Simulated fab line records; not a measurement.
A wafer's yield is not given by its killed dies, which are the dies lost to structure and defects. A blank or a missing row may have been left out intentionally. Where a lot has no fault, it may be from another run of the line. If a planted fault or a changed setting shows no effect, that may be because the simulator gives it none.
Comparing a struck lot with a sound one	flow n5-finfet	13 steps out of a route of 1938
Sound: these wafers, L100.1, L100.2, L100.4. Struck: wafers L113.2, L113.4, L113.6. The cause comes at the end.
For every step that has rows: the tool of each side, followed by ch and its chambers, followed by its first start. Under that, the readings that differ: sound wafers	struck wafers	difference of the means	sigmas: that difference in standard deviations of wafers without a fault.
alike: words and numbers the same on both sides, and readings whose means are apart by under 2 such deviations; not compared: readings that were withheld, readings missing a value for some wafer, numbers with overlapping values and no deviation given by the record, and bounds like >300 which may hide the same value.
The two part at a step that has a row with sigmas, a row that says differs or no value, or rows on one side only. Non-overlapping numbers with no deviation appear without sigmas and do not part them. Lack of a reading on every wafer of one side parts them only where that side has two or more wafers.

first, 9 steps without rows for these wafers: N5_BEOL_M1_DEVELOP_27 (develop time 30 s); N5_BEOL_M1_DESCUM_33 (chemistry O2, time 7 s); N5_BEOL_M1_ETCH_77 (etches underlayer in N2/H2, target depth 6.5 nm, time 5.2 s); N5_BEOL_M1_ETCH_69 (etches SiARC in CF4, target depth 15.6 nm, time 26 s); N5_BEOL_M1_ALD_98 (deposits SiO2, target thk 2.5 nm, pulse time 1 s, co reactant pulse time 1 s); N5_BEOL_M1_ETCHBACK_99 (etches SiO2 in CHF3, target depth 5 nm, time 10.4 s); N5_BEOL_M1_ETCH_70 (etches SOC in N2/H2, target depth 80 nm, overetch 16 nm, time 120 s); N5_BEOL_M1_STRIP_71 (strips in N2/H2); N5_BEOL_M1_STRIP_78 (strips in N2/H2).
N5_BEOL_M1_VIA_ETCH_34: etches the open film in C4F6/O2, target depth 67.8 nm, time 64.4 s.
  sound on rie-diel-04 ch 0,1,3, day 6 11:02; struck on rie-diel-04 ch 1,2, day 9 22:50
reading	sound	struck	difference	sigmas
bias-w (W)	170.5 169.1 169.6	160.6 160.7 161.1	-8.9	-17
rf-vpp-V (V)	671 659 666	636 636 635	-30	-7
  alike: drypump-motor-current-A, oes-product-au, showerhead-plenum-p-Torr, throttle-valve-pct
  not compared: rf-hours-counter-h
then, 1 step without rows for these wafers: N5_BEOL_M1_STRIP_83 (strips in C4F6/O2).
N5_BEOL_M4_RC_MEAS_101:
  sound on prober-02 ch 0, day 8 01:46; struck on prober-02 ch 0, day 11 21:48
reading	sound	struck	difference	sigmas
DIBL_N (mV/V)	35.1 35.4 34.4	38.4 36.5 38.9	+3.0	+2
IOFF_N (nA/um)	0.153 0.154 0.135	0.202 0.163 0.215	+0.046	+2
VT_N (mV)	250.7 249.4 252.4	244.1 246.5 242.8	-6.4	-2
  alike: DIBL_P, IOFF_P, ION_N, ION_P, SS_N, SS_P, VT_P
next, for these wafers, 1 step has no rows: N5_PASSIVATION_PROBE_49.

## WHERE THEY PART
First at N5_BEOL_M1_VIA_ETCH_34; last, within this record, at N5_BEOL_M4_RC_MEAS_101.

WHY: what had been put in by the simulator
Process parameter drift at N5_BEOL_M1_VIA_ETCH_34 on rie-diel-04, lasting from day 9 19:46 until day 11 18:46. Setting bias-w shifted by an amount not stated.
